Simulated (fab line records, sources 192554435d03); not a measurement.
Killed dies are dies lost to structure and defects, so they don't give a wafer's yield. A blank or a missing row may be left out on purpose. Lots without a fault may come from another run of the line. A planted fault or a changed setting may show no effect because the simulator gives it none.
Which tool did it? | flow n5_finfet | 11 lots, 29 wafers sampled, at 6 steps of a route of 1938

WHAT THE GAUGES READ, wafer by wafer
N5_BEOL_M2_RS_MEAS_58: measures by four-point-probe. Usual: M2_RS 0.68 ohm/sq, standard deviation 0.036.
lot  | measured     | on            | M2_RS (ohm/sq) | flag
L165 | day 9 04:49  | film_metro-02 | 0.64 0.66 0.65 |
L164 | day 9 17:19  | film_metro-01 | 0.66 0.67 0.71 |
L166 | day 9 19:09  | film_metro-02 | 0.66 0.73      |
L168 | day 10 04:34 | film_metro-01 | 0.63 0.67      |
L177 | day 12 09:38 | film_metro-02 | 0.71 0.68      |
L178 | day 12 12:23 | film_metro-02 | 0.68 0.67 0.72 |
L180 | day 13 11:07 | film_metro-02 | 0.66 0.68      |
L183 | day 14 02:10 | film_metro-01 | 0.72 0.67 0.69 |
L184 | day 14 07:34 | film_metro-01 | 0.73 0.70 0.71 |
L185 | day 14 18:57 | film_metro-02 | 0.63 0.69 0.65 |
L186 | day 14 19:33 | film_metro-01 | 0.73 0.75 0.67 |

N5_BEOL_M3_THK_MEAS_01. Usual: M3_ILD_THK 79.3 nm, standard deviation 1.2.
lot  | measured     | on            | M3_ILD_THK (nm) | flag
L165 | day 9 04:58  | film_metro-01 | 79.4 79.6 81.3  |
L164 | day 9 17:27  | film_metro-01 | 78.7 144.2 80.0 | OFF
L166 | day 9 19:17  | film_metro-02 | 141.5 79.5      | OFF
L168 | day 10 04:41 | film_metro-01 | 140.2 141.6     | OFF
L177 | day 12 09:46 | film_metro-02 | 78.9 78.8       |
L178 | day 12 12:31 | film_metro-02 | 77.1 78.7 79.2  |
L180 | day 13 11:15 | film_metro-01 | 78.2 79.0       |
L183 | day 14 02:18 | film_metro-02 | 79.1 78.9 80.4  |
L184 | day 14 07:42 | film_metro-02 | 80.3 79.6 80.1  |
L185 | day 14 19:05 | film_metro-01 | 78.7 81.4 80.3  |
L186 | day 14 19:41 | film_metro-01 | 79.3 79.1 82.1  |

N5_BEOL_M4_RC_MEAS_101. Usual: DIBL_N 37.7 mV/V, standard deviation 2; DIBL_P 37.7 mV/V, standard deviation 2.3; IOFF_N 0.18 nA/um, standard deviation 0.039; IOFF_P 0.23 nA/um, standard deviation 0.042; ION_N 681 uA/um, standard deviation 12; ION_P 463 uA/um, standard deviation 8; SS_N 71.9 mV/dec, standard deviation 0.68; SS_P 73.6 mV/dec, standard deviation 0.71; VT_N 248 mV, standard deviation 3.2; VT_P -249 mV, standard deviation 3.1.
lot  | measured     | on        | DIBL_N (mV/V)  | DIBL_P (mV/V)  | IOFF_N (nA/um) | IOFF_P (nA/um) | ION_N (uA/um) | ION_P (uA/um) | SS_N (mV/dec)  | SS_P (mV/dec)  | VT_N (mV)   | VT_P (mV)      | flag
L165 | day 12 01:04 | prober-02 | 42.7 36.7 42.0 | 41.4 34.8 40.6 | 0.26 0.13 0.25 | 0.31 0.18 0.30 | 704 672 707   | 480 465 482   | 73.3 71.3 72.9 | 74.6 72.9 74.4 | 244 254 245 | -245 -254 -247 |
L164 | day 12 09:55 | prober-01 | 36.0 37.1      | 33.5 35.3      | 0.15 0.17      | 0.17 0.20      | 683 672       | 459 459       | 71.5 71.9      | 73.2 73.7      | 248 247     | -252 -250      |
L166 | day 12 13:19 | prober-02 | 37.4           | 37.3           | 0.16           | 0.21           | 681           | 459           | 71.2           | 73.3           | 249         | -252           |
L177 | day 15 14:21 | prober-01 | 35.0 41.1      | 35.0 41.9      | 0.15 0.26      | 0.20 0.31      | 691 679       | 476 465       | 70.9 72.4      | 72.8 74.6      | 248 243     | -250 -243      |
L178 | day 15 08:53 | prober-01 | 40.9 37.4 37.9 | 40.7 36.3 36.6 | 0.22 0.16 0.16 | 0.30 0.22 0.22 | 692 676 679   | 477 468 471   | 72.4 71.1 71.7 | 74.6 73.8 73.2 | 244 248 250 | -242 -250 -249 |
L180 | day 15 12:55 | prober-02 | 37.3 38.1      | 36.6 37.9      | 0.16 0.19      | 0.23 0.25      | 680 676       | 463 459       | 72.0 72.4      | 74.3 73.7      | 252 249     | -250 -246      |
L183 | day 17 01:41 | prober-01 | 38.0 33.6 35.8 | 40.6 34.2 36.5 | 0.18 0.11 0.15 | 0.23 0.14 0.17 | 686 645 675   | 471 444 454   | 72.0 71.2 71.7 | 73.7 71.8 73.3 | 247 256 251 | -252 -253 -256 |
L184 | day 17 01:52 | prober-02 | 38.5 35.3 36.5 | 36.9 35.0 36.6 | 0.20 0.15 0.15 | 0.21 0.19 0.20 | 681 682 671   | 464 464 457   | 72.8 71.3 71.7 | 73.6 73.6 73.2 | 247 248 251 | -249 -249 -249 |
L185 | day 17 05:06 | prober-02 | 39.4 36.0 38.5 | 38.3 34.0 39.8 | 0.22 0.17 0.22 | 0.26 0.19 0.30 | 685 680 688   | 469 459 471   | 73.2 71.6 71.4 | 73.9 72.8 73.6 | 245 249 244 | -247 -251 -246 |
L186 | day 17 18:26 | prober-02 | 36.5 33.3 36.9 | 36.5 31.9 37.3 | 0.16 0.12 0.19 | 0.26 0.17 0.26 | 662 680 686   | 460 463 475   | 71.5 70.8 72.2 | 73.6 73.0 74.0 | 250 248 248 | -245 -251 -246 |

WHICH TOOL RAN EACH LOT (tool, then ch and the chambers of the sampled wafers, then the start)
lot  | N5_BEOL_M2_SPUTTER_92        | N5_BEOL_M2_SPUTTER_96        | N5_BEOL_M3_ILD_DEP_00
L165 | pvd_sputter-02, day 9 03:20  | pvd_sputter-02, day 9 03:46  | pecvd-03 ch 1,2, day 9 04:54
L164 | pvd_sputter-02, day 9 15:47  | pvd_sputter-02, day 9 16:14  | pecvd-03 ch 0,1, day 9 17:23
L166 | pvd_sputter-02, day 9 17:38  | pvd_sputter-02, day 9 18:04  | pecvd-03 ch 2, day 9 19:13
L168 | pvd_sputter-01, day 10 03:02 | pvd_sputter-01, day 10 03:29 | pecvd-03 ch 2, day 10 04:37
L177 | pvd_sputter-01, day 12 08:02 | pvd_sputter-01, day 12 08:29 | pecvd-01 ch 1,2, day 12 09:43
L178 | pvd_sputter-01, day 12 10:53 | pvd_sputter-01, day 12 11:20 | pecvd-04 ch 0,1, day 12 12:26
L180 | pvd_sputter-03, day 13 09:28 | pvd_sputter-03, day 13 09:54 | pecvd-01 ch 1,2, day 13 11:12
L183 | pvd_sputter-01, day 13 23:46 | pvd_sputter-01, day 14 00:12 | pecvd-03 ch 0,1,2, day 14 02:14
L184 | pvd_sputter-02, day 14 06:05 | pvd_sputter-02, day 14 06:32 | pecvd-03 ch 0,1,2, day 14 07:38
L185 | pvd_sputter-02, day 14 17:26 | pvd_sputter-02, day 14 17:53 | pecvd-03 ch 0,2, day 14 19:01
L186 | pvd_sputter-01, day 14 18:04 | pvd_sputter-01, day 14 18:30 | pecvd-04 ch 0,1,2, day 14 19:37
- N5_BEOL_M2_SPUTTER_92: material Cu, target thk 4.5 nm, time 8.29 s.
- N5_BEOL_M2_SPUTTER_96: material Cu, target thk 4.5 nm, time 8.29 s.
- N5_BEOL_M3_ILD_DEP_00: deposits SiOC from DEMS/O2, target thk 79 nm, time 15.3 s.

WHAT THE TOOLS THEMSELVES READ (means of the sampled wafers that have a number; where no wafer has one, the mark that the record gives instead)
N5_BEOL_M2_SPUTTER_92. Usual: throttle_valve_pct 30.2 %, standard deviation 1.1.
lot  | tool           | throttle_valve_pct (%) | flag
L165 | pvd_sputter-02 | 29.6                   |
L164 | pvd_sputter-02 | 30.1                   |
L166 | pvd_sputter-02 | 30.6                   |
L168 | pvd_sputter-01 | 30.6                   |
L177 | pvd_sputter-01 | 30.1                   |
L178 | pvd_sputter-01 | 29.9                   |
L180 | pvd_sputter-03 | 30.5                   |
L183 | pvd_sputter-01 | 31.0                   |
L184 | pvd_sputter-02 | 29.4                   |
L185 | pvd_sputter-02 | 29.6                   |
L186 | pvd_sputter-01 | 29.4                   |

N5_BEOL_M2_SPUTTER_96. Usual: throttle_valve_pct 30.1 %, standard deviation 1.1.
lot  | tool           | throttle_valve_pct (%) | flag
L165 | pvd_sputter-02 | 29.6                   |
L164 | pvd_sputter-02 | 30.1                   |
L166 | pvd_sputter-02 | 30.6                   |
L168 | pvd_sputter-01 | 30.8                   |
L177 | pvd_sputter-01 | 30.1                   |
L178 | pvd_sputter-01 | 30.1                   |
L180 | pvd_sputter-03 | 30.5                   |
L183 | pvd_sputter-01 | 31.0                   |
L184 | pvd_sputter-02 | 29.4                   |
L185 | pvd_sputter-02 | 29.4                   |
L186 | pvd_sputter-01 | 29.5                   |

N5_BEOL_M3_ILD_DEP_00. Usual: heater_power_w 475 W, standard deviation 110; showerhead_plenum_p_Torr 5.696 Torr, standard deviation 0.018; throttle_valve_pct 12.0 %, standard deviation 0.58.
lot  | tool     | heater_power_w (W) | showerhead_plenum_p_Torr (Torr) | throttle_valve_pct (%) | flag
L165 | pecvd-03 | 435                | 5.711                           | 12.2                   |
L164 | pecvd-03 | 357                | 5.678                           | 12.3                   |
L166 | pecvd-03 | 584                | 5.713                           | 11.1                   |
L168 | pecvd-03 | 551                | 5.728                           | 11.4                   |
L177 | pecvd-01 | 393                | 5.712                           | 11.3                   |
L178 | pecvd-04 | 625                | 5.681                           | 12.2                   |
L180 | pecvd-01 | 406                | 5.704                           | 11.3                   |
L183 | pecvd-03 | 429                | 5.694                           | 12.0                   |
L184 | pecvd-03 | 408                | 5.703                           | 12.1                   |
L185 | pecvd-03 | 443                | 5.701                           | 11.7                   |
L186 | pecvd-04 | 623                | 5.683                           | 11.8                   |

THE ANSWER, worked out from the rows above alone
Rule: a lot is off if the mean of its wafers that have a number lies more than 3 standard deviations from the usual mean. A lot without any number at a reading at which 4 lots or more have one is off too. The other lots that the step has rows for count as sound. The gauges are gone through in route order, then the tools' own readings, and for those a lot's mean is taken as printed above. The first step at which some lot is off is used, and at that step the reading that is off furthest; a lot without a number counts as furthest.
Off: L164, L166, L168, at N5_BEOL_M3_THK_MEAS_01 (M3_ILD_THK).
A tool fits if, at a process step before that reading, it ran every lot that is off, and no sound lot after the first of them. The gauges at N5_BEOL_M3_THK_MEAS_01 are tried like those tools. None of those tried fits.

WHAT THE SIMULATOR HAD PUT IN
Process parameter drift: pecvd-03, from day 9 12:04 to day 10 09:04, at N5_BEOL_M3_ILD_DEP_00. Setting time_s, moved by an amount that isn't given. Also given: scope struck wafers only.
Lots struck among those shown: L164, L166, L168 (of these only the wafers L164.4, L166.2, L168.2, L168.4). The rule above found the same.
